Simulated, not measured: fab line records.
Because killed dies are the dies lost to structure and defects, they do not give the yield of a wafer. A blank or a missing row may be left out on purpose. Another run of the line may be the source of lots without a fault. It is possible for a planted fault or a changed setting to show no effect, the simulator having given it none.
fab line records	flow n5-finfet
[record] lots = 7	wafers = 21	last-day = 18
route steps=1938 shown BEOL_M3@968 BEOL_M4@1111 PASSIVATION@1936
lots untouched by any fault: they come from a run of this same line in which no faults occurred
start-h: hours from the record's opening day to when the first of the lot's shown wafers began	wait-h: hours elapsed since this lot's preceding step	" the same as in the row above	L1.1+2: one row covering several wafers at once	- no value present, or no start provided	* or withheld: withheld	< > ~ a bound
route shown NAME@n: NAME is a module with steps in the file, n the number in the route of the first one	usual: average and standard deviation across the fault-free wafers	same: alike in all rows	chamber/n: place in a boat	sites: per-site readings	_std_site: standard deviation across them	_edge_site: the outer-site mean with the inner-site mean subtracted	radius-mm: how far each site lies from the wafer's centre	mask NAME#n: copy n	behind: tool/chamber where the wafer was last shaped	hold: what put the lot on hold/how long, in hours/how the hold closed	device: transistor that didn't switch, given as n, p or np	end of line: the same wafers' tests at the end of the route	where a step has no rows: the recipe by itself	killed: dies lost to structure and defects at the first sort, not the wafer's yield	map: a wafer's dies, marking killed ones x, the rest . and places with no die _
set.NAME: the setting the step ran with; set.NAME@STEP: the setting that earlier step ran with	model.NAME: the simulator's own value behind a step, which no gauge read
certain route steps with their lots: each step a table, each wafer a row
services: from which hour (start-h, from the record's first day; less than 0 if before it) a tool's chamber was out of use, for how many hours, and why
[[steps]]
[step N5_BEOL_M3_INSPECT_30]
[recipe] mode = adi	inspect-instrument = brightfield
[usual] raw-defect-count = 371/76
lot.wafer	tool	chamber	start-h	wait-h	raw-defect-count
L990.2	defect-inspect-02	-	196.02	0.0	385
L990.3	"	-	"	"	341
L990.4	"	-	"	"	376
L992.2	defect-inspect-02	-	209.60	0.0	289
L992.3	"	-	"	"	391
L992.4	"	-	"	"	278
L996.2	defect-inspect-02	-	242.85	0.0	606
L996.4	"	-	"	"	543
L996.6	"	-	"	"	406
L101.3	defect-inspect-02	-	255.05	0.0	318
L101.4	"	-	"	"	339
L101.6	"	-	"	"	264
L102.1	defect-inspect-01	-	257.07	0.1	343
L102.5	"	-	"	"	402
L102.6	"	-	"	"	386
L105.1	defect-inspect-01	-	282.76	0.1	298
L105.4	"	-	"	"	378
L105.6	"	-	"	"	280
L104.2	defect-inspect-01	-	286.61	0.0	349
L104.4	"	-	"	"	318
L104.6	"	-	"	"	258
[step N5_BEOL_M3_DESCUM_33]
[recipe] chemistry = O2	time-s = 7	source-power-w = 50	bias-power-w = 20	pressure-mtorr = 20	rf-frequency-hz = 2.712e+07	temp-c = 40	resist = CAR-EUV	o2-flow-sccm = 225
[usual] drypump-motor-current-A = 5.5/0.52	o2-flow-sccm = 225.0/0.59	oes-product-au = 0.76/0.055	rf-vpp-V = 242.6/1.6	showerhead-plenum-p-Torr = 2.06/0.09	throttle-valve-pct = 20.35/0.16
lot.wafer	tool	chamber	start-h	wait-h	drypump-motor-current-A	o2-flow-sccm	oes-product-au	rf-hours-counter-h	rf-vpp-V	showerhead-plenum-p-Torr	throttle-valve-pct
L990.2	rie-diel-01	3	196.06	0.0	5.7	224.9	0.69	240	242.3	2.06	20.45
L990.3	"	0	"	"	5.4	224.4	0.78	112	241.6	1.93	20.22
L990.4	"	2	"	"	6.3	224.3	0.73	163	243.1	2.09	20.32
L992.2	rie-diel-02	2	209.64	0.0	5.1	225.7	0.74	168	242.2	1.99	20.28
L992.3	"	0	"	"	5.2	226.5	0.85	55	245.4	2.22	20.15
L992.4	"	3	"	"	5.9	225.5	0.77	148	243.0	2.10	20.39
L996.2	rie-diel-01	0	242.89	0.0	5.4	224.7	0.77	129	241.5	1.93	20.25
L996.4	"	0	"	"	5.4	224.3	0.76	-	239.7	1.93	20.25
L996.6	"	1	"	"	4.7	225.4	0.69	-	244.2	2.16	20.65
L101.3	rie-diel-02	0	255.55	0.5	5.2	225.5	0.84	69	245.0	2.22	20.16
L101.4	"	1	"	"	6.3	225.6	0.75	172	240.9	2.00	20.27
L101.6	"	3	"	"	5.9	225.6	0.75	-	243.4	2.09	20.42
L102.1	rie-diel-01	1	257.45	0.4	4.7	224.0	0.70	217	244.9	2.15	20.66
L102.5	"	2	"	"	6.3	224.7	0.71	-	244.1	2.08	20.35
L102.6	"	1	"	"	4.7	224.9	0.69	-	245.6	2.15	20.68
L105.1	rie-diel-02	0	282.79	0.0	5.3	224.5	0.83	76	244.9	2.21	20.18
L105.4	"	1	"	"	6.3	224.9	0.74	179	240.5	2.00	20.28
L105.6	"	0	"	"	5.3	224.8	0.83	-	244.0	2.21	20.18
L104.2	rie-diel-01	2	286.65	0.0	6.3	224.6	0.70	194	243.2	2.08	20.37
L104.4	"	2	"	"	6.3	224.9	0.70	-	244.2	2.08	20.35
L104.6	"	1	"	"	4.7	225.8	0.68	-	245.3	2.15	20.69
[step N5_BEOL_M3_ETCH_77]
[recipe] chemistry = N2/H2	target = underlayer	target-depth-a = 65	mask-material = CAR-EUV	time-s = 5.2	ion-energy-ev = 200	pressure-mtorr = 30	source-w = 840	bias-w = 150	n2-flow-sccm = 200	h2-flow-sccm = 200	ends = cleared
[step N5_BEOL_M3_ETCH_69]
[recipe] chemistry = CF4	target = SiARC	target-depth-a = 156	mask-material = CAR-EUV	time-s = 26	ion-energy-ev = 80	pressure-mtorr = 40	source-w = 545	bias-w = 36	Ar_flow_sccm = 100	cf4-flow-sccm = 100	ends = cleared
[step N5_BEOL_M3_ALD_98]
[recipe] material = SiO2	target-thk-a = 25	temp-c = 100	ald-precursor-family = BDEAS	ald-co-reactant = O2-plasma	pulse-time-s = 1	co-reactant-pulse-time-s = 1	purge-time-s = 2	co-reactant-purge-time-s = 2	ald-cycles = 17	pressure-torr = 2
[usual] heater-power-w = 79/8.5	precursor-pulse-height-rel = 0.999/0.02
[same] ald-cycles = 17
lot.wafer	tool	chamber	start-h	wait-h	heater-power-w	precursor-pulse-height-rel
L990.2	ald-sin-04	2	196.19	0.1	82	1.030
L990.3	"	3	"	"	63	1.014
L990.4	"	0	"	"	75	1.013
L992.2	ald-sin-02	3	209.77	0.1	94	0.984
L992.3	"	2	"	"	80	0.955
L992.4	"	1	"	"	71	0.992
L996.2	ald-sin-03	1	243.50	0.5	96	0.991
L996.4	"	2	"	"	79	1.034
L996.6	"	1	"	"	96	1.004
L101.3	ald-sin-02	0	255.68	0.1	76	0.974
L101.4	"	2	"	"	80	1.010
L101.6	"	0	"	"	77	1.028
L102.1	ald-sin-03	3	257.58	0.1	84	1.024
L102.5	"	3	"	"	84	1.042
L102.6	"	2	"	"	78	1.012
L105.1	ald-sin-03	0	282.94	0.1	77	1.038
L105.4	"	2	"	"	80	1.021
L105.6	"	0	"	"	77	0.979
L104.2	ald-sin-04	0	286.78	0.1	74	0.991
L104.4	"	2	"	"	79	0.975
L104.6	"	2	"	"	78	0.997
[step N5_BEOL_M3_ETCHBACK_99]
[recipe] chemistry = CHF3	target = SiO2	target-depth-a = 50	time-s = 10.4	source-w = 215	bias-w = 47	Ar_flow_sccm = 200	CHF3_flow_sccm = 12	ion-energy-ev = 100	pressure-mtorr = 30
[usual] drypump-motor-current-A = 5.4/0.52	oes_ar_750_au = 0.75/0.054	oes_f_703_au = 0.75/0.055	oes-product-au = 0.74/0.056	rf-vpp-V = 239.8/2.8	showerhead-plenum-p-Torr = 2.12/0.083	throttle-valve-pct = 17.08/0.21
lot.wafer	tool	chamber	start-h	wait-h	drypump-motor-current-A	oes_ar_750_au	oes_f_703_au	oes-product-au	rf-hours-counter-h	rf-vpp-V	showerhead-plenum-p-Torr	throttle-valve-pct
L990.2	rie-diel-06	2	197.06	0.8	5.0	0.75	0.75	0.73	160	233.0	2.07	17.09
L990.3	"	3	"	"	5.6	0.68	0.67	0.66	235	238.3	2.04	17.06
L990.4	"	1	"	"	5.0	0.77	0.78	0.76	149	237.2	2.07	17.10
L992.2	rie-diel-01	3	213.00	3.2	5.8	0.69	0.70	0.69	245	240.5	2.13	17.20
L992.3	"	0	"	"	5.4	0.79	0.79	0.78	118	238.8	2.00	16.90
L992.4	"	1	"	"	4.7	0.71	0.70	0.70	200	241.3	2.24	17.39
L996.2	rie-diel-01	0	243.63	0.1	5.4	0.77	0.78	0.77	129	237.9	1.99	16.91
L996.4	"	2	"	"	6.3	0.71	0.72	0.71	-	241.9	2.13	16.94
L996.6	"	0	"	"	5.4	0.78	0.78	0.77	-	238.0	1.99	16.92
L101.3	rie-diel-06	1	260.32	4.6	4.9	0.76	0.77	0.75	170	235.1	2.06	17.15
L101.4	"	2	"	"	5.0	0.73	0.73	0.72	-	235.8	2.06	17.13
L101.6	"	1	"	"	5.0	0.76	0.77	0.75	-	236.4	2.06	17.13
L102.1	rie-diel-06	1	266.50	8.9	5.0	0.76	0.77	0.74	172	235.4	2.06	17.14
L102.5	"	1	"	"	5.0	0.76	0.77	0.74	-	235.6	2.06	17.14
L102.6	"	0	"	"	5.5	0.70	0.70	0.71	-	245.3	2.15	17.44
L105.1	rie-diel-01	1	283.80	0.8	4.7	0.69	0.68	0.68	226	241.1	2.23	17.43
L105.4	"	1	"	"	4.7	0.69	0.69	0.68	-	241.5	2.23	17.43
L105.6	"	2	"	"	6.3	0.70	0.70	0.70	-	240.1	2.13	16.96
L104.2	rie-diel-06	2	295.70	8.9	5.0	0.72	0.72	0.72	192	234.0	2.06	17.16
L104.4	"	1	"	"	5.0	0.75	0.76	0.74	181	236.8	2.06	17.15
L104.6	"	3	"	"	5.6	0.95	0.95	0.96	-	241.9	2.30	16.64
[step N5_BEOL_M3_ETCH_70]
[recipe] chemistry = N2/H2	target = SOC	target-depth-a = 800	overetch-a = 160	mask-material = SiARC	temp-c = 40	time-s = 120	ion-energy-ev = 200	pressure-mtorr = 30	source-w = 840	bias-w = 150	n2-flow-sccm = 200	h2-flow-sccm = 200
[usual] bias-w = 150.0/0.43	drypump-motor-current-A = 5.5/0.52	n2-flow-sccm = 200.1/0.57	oes-product-au = 0.57/0.04	rf-vpp-V = 522.6/2.9	showerhead-plenum-p-Torr = 2.50/0.098	throttle-valve-pct = 17.83/0.21
lot.wafer	tool	chamber	start-h	wait-h	bias-w	drypump-motor-current-A	n2-flow-sccm	oes-product-au	rf-hours-counter-h	rf-vpp-V	showerhead-plenum-p-Torr	throttle-valve-pct
L990.2	rie-diel-06	2	197.10	0.0	150.3	5.0	200.8	0.57	160	519.6	2.44	17.80
L990.3	"	3	"	"	150.4	5.6	200.7	0.51	235	519.8	2.40	17.87
L990.4	"	1	"	"	150.0	5.0	200.9	0.58	149	520.8	2.44	17.79
L992.2	rie-diel-01	3	213.04	0.0	150.1	5.8	201.9	0.53	245	522.5	2.51	18.03
L992.3	"	0	"	"	150.0	5.4	201.0	0.60	118	517.8	2.35	17.60
L992.4	"	1	"	"	149.7	4.7	200.7	0.53	200	526.4	2.62	18.04
L996.2	rie-diel-01	0	243.67	0.0	150.7	5.4	201.2	0.59	129	517.9	2.34	17.63
L996.4	"	2	"	"	150.8	6.3	200.7	0.55	-	525.9	2.52	17.69
L996.6	"	0	"	"	149.6	5.4	200.5	0.59	-	518.2	2.34	17.63
L101.3	rie-diel-06	1	260.35	0.0	150.3	5.0	199.4	0.58	170	520.5	2.43	17.83
L101.4	"	2	"	"	149.9	5.0	200.5	0.56	-	521.4	2.43	17.82
L101.6	"	1	"	"	149.8	5.0	200.7	0.58	-	520.1	2.43	17.83
L102.1	rie-diel-06	1	266.54	0.0	149.8	4.9	200.0	0.57	172	519.9	2.43	17.84
L102.5	"	1	"	"	149.3	4.9	199.8	0.57	-	521.1	2.43	17.84
L102.6	"	0	"	"	149.8	5.5	199.3	0.55	-	523.9	2.53	18.25
L105.1	rie-diel-01	1	283.83	0.0	149.6	4.7	199.6	0.52	227	524.9	2.61	18.07
L105.4	"	1	"	"	149.7	4.7	200.3	0.53	-	526.4	2.61	18.08
L105.6	"	2	"	"	150.2	6.3	200.1	0.54	-	523.6	2.52	17.70
L104.2	rie-diel-06	2	295.74	0.0	149.9	5.0	199.3	0.54	192	520.7	2.42	17.85
L104.4	"	1	"	"	149.7	5.0	199.7	0.56	181	518.8	2.43	17.85
L104.6	"	3	"	"	150.1	5.6	199.5	0.73	-	529.3	2.72	17.50
[step N5_BEOL_M3_STRIP_71]
[recipe] chemistry = N2/H2	temp-c = 40	n2-flow-sccm = 200	h2-flow-sccm = 200	rf-frequency-hz = 6e+07
[step N5_BEOL_M3_STRIP_78]
[recipe] chemistry = N2/H2	temp-c = 40	n2-flow-sccm = 200	h2-flow-sccm = 200	rf-frequency-hz = 6e+07
[step N5_BEOL_M3_VIA_ETCH_34]
[recipe] chemistry = C4F6/O2	target-depth-a = 694	mask-material = SOC	pressure-mtorr = 15	ion-energy-ev = 250	taper-deg = 4	time-s = 65.9	source-w = 350	bias-w = 170	Ar_flow_sccm = 300	C4F6_flow_sccm = 10	O2_flow_sccm = 10
[step N5_BEOL_M3_STRIP_83]
[recipe] chemistry = C4F6/O2	resist = SiARC	rf-frequency-hz = 6e+07
[step N5_BEOL_M3_STRIP_36]
[recipe] chemistry = N2/H2	power-w = 450	temp-c = 40	pressure-mtorr = 20	rf-frequency-hz = 6e+07	overash-fraction = 0.3	bias-power-w = 7	h2-frac = 0.5	n2-flow-sccm = 200	h2-flow-sccm = 200
[usual] drypump-motor-current-A = 5.5/0.52	n2-flow-sccm = 200.1/0.64	oes-product-au = 0.74/0.056	rf-vpp-V = 59.2/1.4	showerhead-plenum-p-Torr = 2.50/0.098	throttle-valve-pct = 23.66/0.24
lot.wafer	tool	chamber	start-h	wait-h	drypump-motor-current-A	n2-flow-sccm	oes-product-au	rf-hours-counter-h	rf-vpp-V	showerhead-plenum-p-Torr	throttle-valve-pct
L990.2	rie-diel-06	2	197.26	0.0	5.0	200.2	0.73	160	59.9	2.43	23.56
L990.3	"	3	"	"	5.6	199.4	0.67	235	58.2	2.40	23.75
L990.4	"	1	"	"	5.0	199.6	0.75	149	58.6	2.44	23.51
L992.2	rie-diel-01	3	213.20	0.0	5.7	198.8	0.69	245	59.1	2.51	23.97
L992.3	"	0	"	"	5.4	200.4	0.77	118	59.5	2.34	23.50
L992.4	"	1	"	"	4.7	200.7	0.69	200	60.2	2.62	23.82
L996.2	rie-diel-01	0	243.83	0.0	5.4	201.4	0.77	129	60.6	2.34	23.49
L996.4	"	2	"	"	6.3	199.6	0.71	-	59.4	2.52	23.45
L996.6	"	0	"	"	5.4	199.9	0.76	-	56.5	2.34	23.47
L101.3	rie-diel-06	1	260.51	0.0	4.9	199.7	0.75	170	58.9	2.43	23.56
L101.4	"	2	"	"	5.0	199.6	0.73	-	58.3	2.42	23.56
L101.6	"	1	"	"	5.0	200.6	0.75	-	61.1	2.43	23.54
L102.1	rie-diel-06	1	266.70	0.0	4.9	198.8	0.75	172	57.8	2.43	23.54
L102.5	"	1	"	"	4.9	199.0	0.74	-	59.7	2.43	23.57
L102.6	"	0	"	"	5.5	200.7	0.72	-	58.5	2.53	24.22
L105.1	rie-diel-01	1	283.99	0.0	4.7	200.6	0.68	227	61.8	2.61	23.84
L105.4	"	1	"	"	4.7	201.1	0.68	-	57.8	2.61	23.84
L105.6	"	2	"	"	6.3	199.9	0.69	-	58.2	2.51	23.47
L104.2	rie-diel-06	2	295.90	0.0	5.0	199.6	0.71	192	59.1	2.42	23.60
L104.4	"	1	"	"	5.0	200.3	0.74	181	57.1	2.42	23.59
L104.6	"	3	"	"	5.6	199.1	0.96	-	59.5	2.71	23.48
[step N5_BEOL_M3_TRENCH_ETCH_37]
[recipe] chemistry = C4F6/O2	target-depth-a = 555.55	target = SiOC	time-s = 29.2	ion-energy-ev = 250	pressure-mtorr = 30	source-w = 355	bias-w = 185	Ar_flow_sccm = 300	C4F6_flow_sccm = 10	O2_flow_sccm = 10
[usual] bias-w = 185.0/0.56	drypump-motor-current-A = 5.4/0.52	oes_ar_750_au = 0.75/0.054	oes_f_703_au = 0.75/0.057	oes-product-au = 0.74/0.055	rf-vpp-V = 663/7.6	showerhead-plenum-p-Torr = 2.81/0.11	throttle-valve-pct = 20.86/0.22
lot.wafer	tool	chamber	start-h	wait-h	bias-w	drypump-motor-current-A	oes_ar_750_au	oes_f_703_au	oes-product-au	rf-hours-counter-h	rf-vpp-V	showerhead-plenum-p-Torr	throttle-valve-pct	model.BEOL_M3.feature-depth-nm	model.etch.depth-nm
L990.2	rie-diel-06	2	197.30	-	184.2	5.0	0.74	0.74	0.74	160	650	2.74	20.88	55.2	55.15
L990.3	"	3	"	"	184.6	5.6	0.68	0.68	0.67	235	661	2.70	20.78	54.4	54.46
L990.4	"	1	"	"	185.3	4.9	0.77	0.79	0.76	149	650	2.74	20.86	55.4	55.35
L992.2	rie-diel-01	3	213.24	-	185.1	5.7	0.70	0.69	0.70	245	662	2.82	20.98	56	55.97
L992.3	"	0	"	"	184.5	5.4	0.79	0.80	0.79	118	658	2.65	20.68	56.4	56.32
L992.4	"	1	"	"	185.4	4.7	0.71	0.71	0.70	200	665	2.95	21.17	54.8	54.84
L996.2	rie-diel-01	0	243.87	-	185.0	5.4	0.78	0.79	0.77	129	657	2.64	20.68	55.4	55.4
L996.4	"	2	"	"	185.4	6.3	0.71	0.72	0.71	-	666	2.82	20.68	55	55.01
L996.6	"	0	"	"	185.5	5.4	0.78	0.79	0.76	-	658	2.64	20.70	55.4	55.34
L101.3	rie-diel-06	1	260.55	-	169.8	5.0	0.75	0.76	0.73	170	610	2.73	20.91	53.2	53.22
L101.4	"	2	"	"	169.6	5.0	0.73	0.73	0.71	-	609	2.73	20.93	53.6	53.69
L101.6	"	1	"	"	170.1	4.9	0.75	0.76	0.74	-	611	2.73	20.90	53.8	53.71
L102.1	rie-diel-06	1	266.74	-	169.6	5.0	0.75	0.76	0.73	172	611	2.73	20.92	53.8	53.84
L102.5	"	1	"	"	170.3	5.0	0.75	0.76	0.74	-	611	2.73	20.91	54	54.07
L102.6	"	0	"	"	169.2	5.5	0.70	0.69	0.70	-	636	2.84	21.27	53.2	53.22
L105.1	rie-diel-01	1	284.03	-	184.7	4.7	0.69	0.69	0.67	227	666	2.94	21.21	54	54.09
L105.4	"	1	"	"	185.3	4.7	0.69	0.69	0.67	-	665	2.94	21.18	54.4	54.41
L105.6	"	2	"	"	185.2	6.3	0.70	0.71	0.70	-	664	2.82	20.70	54.4	54.41
L104.2	rie-diel-06	2	295.94	-	170.3	5.0	0.71	0.71	0.71	192	607	2.73	20.92	53.8	53.78
L104.4	"	1	"	"	169.6	4.9	0.75	0.75	0.72	181	611	2.72	20.91	53.4	53.36
L104.6	"	3	"	"	170.1	5.6	0.95	0.95	0.95	-	629	3.03	20.46	54.6	54.66
[step N5_BEOL_M3_ETCH_41]
[recipe] chemistry = CH3F/O2	target = SiCN	target-depth-a = 299	taper-deg = 2	time-s = 52.5	ion-energy-ev = 120	mask-material = TiN	pressure-mtorr = 30	source-w = 395	bias-w = 75	Ar_flow_sccm = 150	CH3F_flow_sccm = 30	O2_flow_sccm = 20
[step N5_BEOL_M4_RC_MEAS_101]
[usual] DIBL_N = 36.5/1.4	DIBL_P = 36.9/1.7	IOFF_N = 0.163/0.023	IOFF_P = 0.22/0.032	ION_N = 673/9	ION_P = 462/7.5	SS_N = 71.6/0.54	SS_P = 73.4/0.62	VT_N = 249.8/2.8	VT_P = -250/3.5
lot.wafer	tool	chamber	start-h	wait-h	DIBL_N[mV/V]	DIBL_P[mV/V]	IOFF_N[nA/um]	IOFF_P[nA/um]	ION_N[uA/um]	ION_P[uA/um]	SS_N[mV/dec]	SS_P[mV/dec]	VT_N[mV]	VT_P[mV]
L990.2	prober-01	0	213.27	0.2	34.3	35.5	0.149	0.22	677	468	72.3	73.1	248.2	-249
L990.3	"	0	"	"	35.8	37.1	0.162	0.24	670	465	71.9	73.6	251.1	-247
L990.4	"	0	"	"	35.5	36.8	0.170	0.24	676	467	72.5	73.2	248.0	-249
L992.2	prober-02	0	233.51	0.2	34.9	34.0	0.129	0.20	663	449	71.3	72.5	253.5	-250
L992.3	"	0	"	"	36.2	35.2	0.155	0.22	667	463	71.5	72.3	248.4	-246
L992.4	"	0	"	"	34.3	33.4	0.131	0.19	678	465	70.9	72.3	249.7	-250
L996.2	prober-02	0	258.94	0.2	37.3	38.2	0.175	0.24	669	470	71.9	73.6	250.3	-247
L996.4	"	0	"	"	39.0	40.7	0.220	0.30	691	478	71.2	74.4	243.9	-245
L996.6	"	0	"	"	37.0	38.4	0.173	0.25	680	471	71.3	73.1	249.1	-246
L101.3	prober-01	0	278.24	0.3	34.9	37.1	0.153	0.22	675	473	71.8	73.9	251.9	-244
L101.4	"	0	"	"	35.1	36.5	0.143	0.22	672	464	72.2	73.9	255.5	-249
L101.6	"	0	"	"	34.1	35.7	0.139	0.20	670	467	70.9	72.9	253.1	-249
L102.1	prober-02	0	282.12	0.0	34.8	36.2	0.133	0.17	662	451	70.5	73.5	252.7	-255
L102.5	"	0	"	"	34.5	36.6	0.137	0.17	670	450	70.9	73.3	251.2	-252
L102.6	"	0	"	"	34.7	36.0	0.135	0.16	663	451	71.5	72.9	251.8	-258
L105.1	prober-02	0	303.67	0.0	36.8	35.8	0.174	0.24	670	468	71.3	73.7	247.3	-249
L105.4	"	0	"	"	36.5	34.9	0.172	0.23	662	455	72.4	73.5	248.9	-249
L105.6	"	0	"	"	35.4	34.1	0.147	0.22	671	462	71.2	72.8	249.3	-249
L104.2	prober-02	0	310.03	0.2	37.8	36.4	0.151	0.20	665	457	72.0	73.1	253.7	-251
L104.4	"	0	"	"	37.6	36.6	0.159	0.21	675	461	72.3	73.2	249.4	-250
L104.6	"	0	"	"	36.4	35.7	0.138	0.19	663	454	71.3	73.0	255.7	-251
[step N5_PASSIVATION_PROBE_49]
[usual] defect-limited-yield = 91.2/1.4	killed_at_M0_to_M3 = 35/11	killed_at_M4_up = 12/4.2	killed-at-contacts = 13/5.6	killed-at-front-end = 40/12	killed-at-other = 3.3/2.6	killed-dies = 103/17	killed-on-rim = 14/4.5	killed-open = 68/12	killed-short = 34/7.6	sort_bin_5_function = 5.1/0.95	sort_bin_6_memory = 3.3/0.68	sort-n-pass = 1077/17	sort-yield-pct = 91.2/1.4
[same] gross-dies = 1180	killed-at-back-side = 0	sort_bin_4_leakage[%] = 0	sort_bin_8_speed[%] = 0
lot.wafer	tool	chamber	start-h	wait-h	defect-limited-yield[%]	killed_at_M0_to_M3	killed_at_M4_up	killed-at-contacts	killed-at-front-end	killed-at-other	killed-dies	killed-on-rim	killed-open	killed-short	sort_bin_5_function[%]	sort_bin_6_memory[%]	sort-n-pass	sort-yield-pct[%]
L990.2	prober-01	-	319.40	0.1	94.2	20	12	12	21	3	68	16	42	25	3.3	2.2	1112	94.2
L990.3	prober-01	-	319.45	0.1	91.4	35	10	12	44	1	102	17	63	39	5.3	3.1	1078	91.4
L990.4	prober-01	-	319.50	0.2	90.6	52	3	6	50	0	111	8	72	39	4.7	4.4	1069	90.6
L992.4	prober-01	-	325.07	0.2	92.2	44	7	6	31	4	92	12	54	32	3.9	3.0	1088	92.2
L101.3	prober-02	-	376.81	0.1	91.4	56	8	10	25	2	101	13	60	33	4.8	3.6	1079	91.4
L101.4	prober-02	-	376.86	0.2	88.8	50	9	12	58	3	132	21	88	40	6.7	4.1	1048	88.8
L101.6	prober-02	-	376.96	0.3	89.7	50	12	11	48	1	122	23	70	46	6.6	3.1	1058	89.7
L102.1	prober-02	-	382.98	0.0	90.3	62	6	11	28	7	114	17	75	27	5.9	3.3	1066	90.3
L102.5	prober-02	-	383.18	0.2	91.1	46	15	18	20	6	105	16	66	34	5.2	3.3	1075	91.1
L102.6	prober-02	-	383.23	0.3	89.1	61	9	14	39	6	129	18	72	44	7.5	3.1	1051	89.1
// killed by level:class
L990.2 MOL_CONTACT_COAG:geometric-particle:open=11 DUMMY_GATE:geometric-particle:open=5 BEOL_M0_SAQP:geometric-particle:short=5 STI_FIN_REVEAL:geometric-particle:open=4 BEOL_M0_SAQP:geometric-particle:open=4 FIN_SAQP:geometric-particle:short=3 BEOL_M4:geometric-particle:short=3 BEOL_M2:geometric-particle:open=2
L990.3 BEOL_M1:geometric-particle:short=12 MOL_CONTACT_COAG:geometric-particle:open=11 STI_FIN_REVEAL:geometric-particle:open=8 GATE_CUT:geometric-particle:short=6 BEOL_M0_SAQP:geometric-particle:open=6 DUMMY_GATE:geometric-particle:open=5 BEOL_M3:geometric-particle:open=5 BEOL_M4:geometric-particle:open=5
L990.4 BEOL_M3:geometric-particle:open=15 FIN_SAQP:geometric-particle:open=13 STI_FIN_REVEAL:geometric-particle:open=11 FIN_SAQP:geometric-particle:short=10 BEOL_M0_SAQP:geometric-particle:open=10 BEOL_M0_SAQP:geometric-particle:short=7 BEOL_M1:geometric-particle:open=6 BEOL_M3:geometric-particle:short=5
L992.4 BEOL_M2:geometric-particle:open=12 BEOL_M0_SAQP:geometric-particle:short=12 BEOL_M3:geometric-particle:open=8 STI_FIN_REVEAL:geometric-particle:open=6 GATE_CUT:geometric-particle:short=5 FIN_SAQP:geometric-particle:open=4 DUMMY_GATE:geometric-particle:open=4 BEOL_M0_SAQP:geometric-particle:open=4
L101.3 BEOL_M0_SAQP:geometric-particle:open=13 BEOL_M0_SAQP:geometric-particle:short=11 MOL_CONTACT_COAG:geometric-particle:open=9 FIN_SAQP:geometric-particle:open=8 BEOL_M1:geometric-particle:open=8 BEOL_M3:geometric-particle:open=7 BEOL_M1:interface-void-opened=7 BEOL_M4:geometric-particle:open=5
L101.4 FIN_SAQP:geometric-particle:open=12 DUMMY_GATE:geometric-particle:open=12 STI_FIN_REVEAL:geometric-particle:open=10 BEOL_M0_SAQP:geometric-particle:open=10 BEOL_M0_SAQP:geometric-particle:short=10 MOL_CONTACT_COAG:geometric-particle:open=8 BEOL_M1:geometric-particle:open=8 BEOL_M3:geometric-particle:open=7
L101.6 BEOL_M0_SAQP:geometric-particle:short=17 STI_FIN_REVEAL:geometric-particle:open=14 BEOL_M0_SAQP:geometric-particle:open=12 FIN_SAQP:geometric-particle:open=8 MOL_CONTACT_COAG:geometric-particle:open=8 FIN_SAQP:geometric-particle:short=6 GATE_CUT:geometric-particle:short=6 BEOL_M2:geometric-particle:open=6
L102.1 BEOL_M3:geometric-particle:open=13 FIN_SAQP:geometric-particle:open=10 BEOL_M1:interface-void-opened=10 BEOL_M0_SAQP:geometric-particle:open=9 BEOL_M0_SAQP:geometric-particle:short=8 BEOL_M0:geometric-particle:open=7 MOL_CONTACT_COAG:geometric-particle:short=6 BEOL_M1:geometric-particle:open=6
L102.5 MOL_CONTACT_COAG:geometric-particle:open=15 BEOL_M0_SAQP:geometric-particle:short=13 BEOL_M0_SAQP:geometric-particle:open=8 BEOL_M2:geometric-particle:open=7 BEOL_M3:geometric-particle:open=7 BEOL_M4:geometric-particle:open=6 BEOL_M1:interface-void-opened=5 FIN_SAQP:geometric-particle:open=4
L102.6 MOL_CONTACT_COAG:geometric-particle:open=13 BEOL_M0_SAQP:geometric-particle:short=12 STI_FIN_REVEAL:geometric-particle:open=10 BEOL_M1:interface-void-opened=10 BEOL_M0_SAQP:geometric-particle:open=8 BEOL_M3:geometric-particle:open=8 BEOL_M1:geometric-particle:open=6 BEOL_M1:geometric-particle:short=6
[[services]]
tool	chamber	start-h	hours	kind
ald-sin-03	2	216.08	16.4	repair
ald-sin-02	2	226.08	7.9	repair
rie-diel-01	2	235.65	2.4	repair
rie-diel-01	3	236.99	5.4	repair
ald-sin-04	-	240.59	0.5	repair
rie-diel-01	3	242.70	-	clean
rie-diel-01	3	242.70	-	consumable-replace:esc
rie-diel-01	3	242.70	-	consumable-replace:focus-ring
rie-diel-01	3	242.70	18.6	scheduled-down
rie-diel-01	3	242.70	18.6	vent-cycle
rie-diel-06	3	247.21	-	clean
rie-diel-06	3	247.21	-	consumable-replace:focus-ring
rie-diel-06	3	247.21	-	consumable-replace:showerhead
rie-diel-06	3	247.21	23.3	scheduled-down
rie-diel-06	3	247.21	23.3	vent-cycle
ald-sin-02	1	253.46	5.0	repair
ald-sin-03	1	258.35	31.1	repair
ald-sin-02	3	258.73	4.8	repair
ald-sin-04	-	260.49	1.1	repair
ald-sin-04	-	268.25	14.0	pm
rie-diel-01	0	277.94	1.8	repair
rie-diel-01	3	279.67	7.2	repair
ald-sin-03	-	287.74	4.3	pm
rie-diel-02	3	292.71	8.2	repair
[[key]]
[first-sign] step = N5_BEOL_M3_TRENCH_ETCH_37	reading = bias-w	direction = down	sigmas = 27	usual = *	struck = *
[effect] step = N5_BEOL_M3_TRENCH_ETCH_37	reading = rf-vpp-V	direction = down	sigmas = 6.3	usual = 663	struck = 615
[model-effect] step = N5_BEOL_M3_TRENCH_ETCH_37	value = BEOL_M3.feature-depth-nm	without = 55.18	struck = 53.71
met-at N5_BEOL_M3_TRENCH_ETCH_37
struck-wafers L101.3,L101.4,L101.6,L102.1,L102.5,L102.6,L104.2,L104.4,L104.6
rows-end L104.2,L104.4,L104.6
onset-between 197.30 260.55
[earlier-fault] kind = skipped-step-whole	tool = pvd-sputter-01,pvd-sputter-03	chamber = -	onset-h = 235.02	steps = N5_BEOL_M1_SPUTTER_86	scope = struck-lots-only
[fault] kind = process-parameter-drift	tool = rie-diel-06	chamber = -	onset-h = 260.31	steps = N5_BEOL_M3_TRENCH_ETCH_37	channel = bias-w	offset = *	shape = step	acts-in = *	stated = *
// rows-end: these wafers met a further fault down the route, and their rows from its step on are left out
